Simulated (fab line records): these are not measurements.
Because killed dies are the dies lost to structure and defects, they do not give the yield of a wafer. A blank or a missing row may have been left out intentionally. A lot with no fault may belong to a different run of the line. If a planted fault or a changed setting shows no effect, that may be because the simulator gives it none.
The tool behind it: which one? | flow n5 finfet | Sampling: 10 lots, 28 wafers, 4 of 1938 route steps

WHAT EACH GAUGE READ, for each wafer
Not one reading of a measure or inspect step in the record can be checked against a usual standard deviation.

WHAT TOOL EACH LOT RAN ON (gives the tool, then ch and the chambers of the sampled wafers, and finally the start)
lot  | N5_BEOL_M9_HM_DEP_02         | N5_BEOL_M9_DESCUM_16               | N5_BEOL_M9_ETCH_61                 | N5_BEOL_M9_STRIP_67
L214 | pvd sputter-03, day 10 18:57 | rie diel-06 ch 2,3, day 10 19:32   | rie diel-06 ch 2,3, day 10 19:34   | rie diel-06 ch 2,3, day 10 19:46
L213 | pvd sputter-02, day 11 06:26 | rie diel-04 ch 0,3, day 11 07:12   | rie diel-04 ch 0,3, day 11 07:14   | rie diel-04 ch 0,3, day 11 07:25
L218 | pvd sputter-01, day 12 01:53 | rie diel-06 ch 0,1,2, day 12 02:39 | rie diel-06 ch 0,1,2, day 12 02:41 | rie diel-06 ch 0,1,2, day 12 02:53
L220 | pvd sputter-01, day 12 14:16 | rie diel-04 ch 0,3, day 12 14:55   | rie diel-04 ch 0,3, day 12 14:56   | rie diel-04 ch 0,3, day 12 15:08
L219 | pvd sputter-03, day 12 19:57 | rie diel-04 ch 0,1,3, day 12 20:37 | rie diel-04 ch 0,1,3, day 12 20:40 | rie diel-04 ch 0,1,3, day 12 20:51
L227 | pvd sputter-02, day 14 20:07 | rie diel-06 ch 0,1,3, day 14 21:06 | rie diel-06 ch 0,1,3, day 14 21:08 | rie diel-06 ch 0,1,3, day 14 21:20
L236 | pvd sputter-03, day 16 02:21 | rie diel-04 ch 3, day 16 03:00     | rie diel-04 ch 3, day 16 03:03     | rie diel-04 ch 3, day 16 03:21
L233 | pvd sputter-01, day 16 10:25 | rie diel-06 ch 2,3, day 16 11:01   | rie diel-06 ch 2,3, day 16 11:03   | rie diel-06 ch 2,3, day 16 11:15
L234 | pvd sputter-03, day 16 15:07 | rie diel-06 ch 1,2, day 16 16:17   | rie diel-06 ch 1,2, day 16 16:19   | rie diel-06 ch 1,2, day 16 16:31
L235 | pvd sputter-02, day 16 21:36 | rie diel-01 ch 2,3, day 16 22:04   | rie diel-01 ch 2,3, day 16 22:06   | rie diel-01 ch 2,3, day 16 22:17
- N5_BEOL_M9_HM_DEP_02: deposits TiN, target thk 20 nm.
- N5_BEOL_M9_DESCUM_16: chemistry O2, time 7.9 s.
- N5_BEOL_M9_ETCH_61: etches SiARC in CF4, target depth 39 nm, time 65 s.
- N5_BEOL_M9_STRIP_67: strips in CF4.

WHAT THE TOOLS THEMSELVES READ (means of the sampled wafers that have a number; where no wafer has one, the mark that the record gives instead)
N5_BEOL_M9_HM_DEP_02.
lot  | tool           | substrate temp c (C) | throttle valve pct (%)
L214 | pvd sputter-03 | 24.94                | 29.9
L213 | pvd sputter-02 | 25.21                | 30.4
L218 | pvd sputter-01 | 25.07                | 30.4
L220 | pvd sputter-01 | 24.97                | 30.3
L219 | pvd sputter-03 | 25.04                | 30.9
L227 | pvd sputter-02 | 25.15                | 30.1
L236 | pvd sputter-03 | 24.96                | 30.1
L233 | pvd sputter-01 | 25.04                | 30.0
L234 | pvd sputter-03 | 24.92                | 29.6
L235 | pvd sputter-02 | 24.98                | 29.8

N5_BEOL_M9_DESCUM_16.
lot  | tool        | chamber pressure mTorr (mTorr) | drypump motor current A (A) | oes product au (a.u.) | rf vpp V (V) | showerhead plenum p Torr (Torr) | throttle valve pct (%)
L214 | rie diel-06 | 20.005                         | 5.1                         | 0.75                  | 243.6        | 2.08                            | 20.32
L213 | rie diel-04 | 20.017                         | 5.2                         | 0.79                  | 242.2        | 2.09                            | 20.62
L218 | rie diel-06 | 19.979                         | 5.5                         | 0.83                  | 241.7        | 2.05                            | 20.33
L220 | rie diel-04 | 19.998                         | 5.2                         | 0.89                  | 244.3        | 2.08                            | 20.40
L219 | rie diel-04 | 19.993                         | 5.4                         | 0.90                  | 243.3        | 2.11                            | 20.44
L227 | rie diel-06 | 19.995                         | 5.4                         | 0.76                  | 242.5        | 2.02                            | 20.42
L236 | rie diel-04 | 19.989                         | 5.1                         | 0.82                  | 243.1        | 2.04                            | 20.40
L233 | rie diel-06 | 20.021                         | 5.2                         | 0.74                  | 244.0        | 2.09                            | 20.30
L234 | rie diel-06 | 20.013                         | 5.5                         | 0.83                  | 242.7        | 2.08                            | 20.09
L235 | rie diel-01 | 20.008                         | 5.2                         | 0.78                  | 242.9        | 2.07                            | 20.37

N5_BEOL_M9_ETCH_61.
lot  | tool        | chamber pressure mTorr (mTorr) | drypump motor current A (A) | etch rf on time s (s) | oes product au (a.u.) | rf vpp V (V) | showerhead plenum p Torr (Torr) | throttle valve pct (%)
L214 | rie diel-06 | 40.03                          | 5.0                         | 64.7                  | 0.65                  | 184.5        | 2.13                            | 15.57
L213 | rie diel-04 | 40.00                          | 5.2                         | 64.5                  | 0.68                  | 185.0        | 2.15                            | 15.81
L218 | rie diel-06 | 39.98                          | 5.5                         | 65.1                  | 0.71                  | 184.1        | 2.11                            | 15.52
L220 | rie diel-04 | 39.97                          | 5.2                         | 62.9                  | 0.77                  | 184.5        | 2.13                            | 15.54
L219 | rie diel-04 | 40.03                          | 5.3                         | 63.0                  | 0.78                  | 183.4        | 2.16                            | 15.58
L227 | rie diel-06 | 39.99                          | 5.4                         | 64.3                  | 0.66                  | 184.0        | 2.08                            | 15.69
L236 | rie diel-04 | 40.01                          | 5.2                         | 64.4                  | 0.70                  | 183.6        | 2.09                            | 15.53
L233 | rie diel-06 | 40.00                          | 5.2                         | 53.9                  | 0.73                  | 184.5        | 2.14                            | 15.52
L234 | rie diel-06 | 39.97                          | 5.6                         | 56.5                  | 0.78                  | 183.8        | 2.12                            | 15.29
L235 | rie diel-01 | 40.00                          | 5.2                         | 61.8                  | 0.68                  | 183.8        | 2.15                            | 15.74

N5_BEOL_M9_STRIP_67.
lot  | tool        | chamber pressure mTorr (mTorr) | drypump motor current A (A) | oes product au (a.u.) | rf vpp V (V) | showerhead plenum p Torr (Torr) | throttle valve pct (%)
L214 | rie diel-06 | 49.99                          | 5.0                         | 0.76                  | 271.9        | 1.79                            | 13.57
L213 | rie diel-04 | 49.98                          | 5.2                         | 0.79                  | 271.2        | 1.79                            | 13.76
L218 | rie diel-06 | 49.99                          | 5.5                         | 0.83                  | 269.9        | 1.77                            | 13.53
L220 | rie diel-04 | 50.02                          | 5.2                         | 0.88                  | 271.3        | 1.78                            | 13.45
L219 | rie diel-04 | 50.02                          | 5.4                         | 0.90                  | 271.5        | 1.80                            | 13.51
L227 | rie diel-06 | 49.99                          | 5.4                         | 0.76                  | 270.3        | 1.75                            | 13.71
L236 | rie diel-04 | 49.98                          | 5.1                         | 0.81                  | 269.9        | 1.74                            | 13.46
L233 | rie diel-06 | 49.94                          | 5.2                         | 0.75                  | 270.7        | 1.79                            | 13.52
L234 | rie diel-06 | 49.98                          | 5.5                         | 0.83                  | 271.8        | 1.79                            | 13.28
L235 | rie diel-01 | 49.99                          | 5.2                         | 0.77                  | 271.5        | 1.79                            | 13.68

THE ANSWER, worked out from the rows above alone
Rule: what is usual is taken from the lots themselves. Put in order of their means at a reading, lots are off if they are a third of the lots or fewer, leave a main group of 4 or more, and stand apart from it by a gap of 3 or more times the standard deviation of the main group's means; of several such gaps the widest counts. A main group whose means are all the same, to the digits that the tables above print for the reading, isn't used. Also off: a lot with no number at a reading for which 4 or more lots have one. Any other lot the step has rows for is counted as sound. First the gauges in route order, then the tools' own readings, where a lot's mean is used as printed above. The first step at which some lot is off is used, and at that step the reading that is off furthest; a lot without a number counts as furthest.
Off: L233, L234, at N5_BEOL_M9_ETCH_61 (etch rf on time s). Main group: mean 63.8 s, sd 1.1.
If a tool, at that step or one of the process steps before it, ran each lot that is off and ran no sound lot following the first of them, it fits. One fits: N5_BEOL_M9_DESCUM_16 and N5_BEOL_M9_ETCH_61 on rie diel-06. At N5_BEOL_M9_DESCUM_16 its last sound lot is L227 (day 14 21:06), its first lot that is off L233 (day 16 11:01): a fault that began between those two fits.

WHAT HAD BEEN PUT IN BY THE SIMULATOR
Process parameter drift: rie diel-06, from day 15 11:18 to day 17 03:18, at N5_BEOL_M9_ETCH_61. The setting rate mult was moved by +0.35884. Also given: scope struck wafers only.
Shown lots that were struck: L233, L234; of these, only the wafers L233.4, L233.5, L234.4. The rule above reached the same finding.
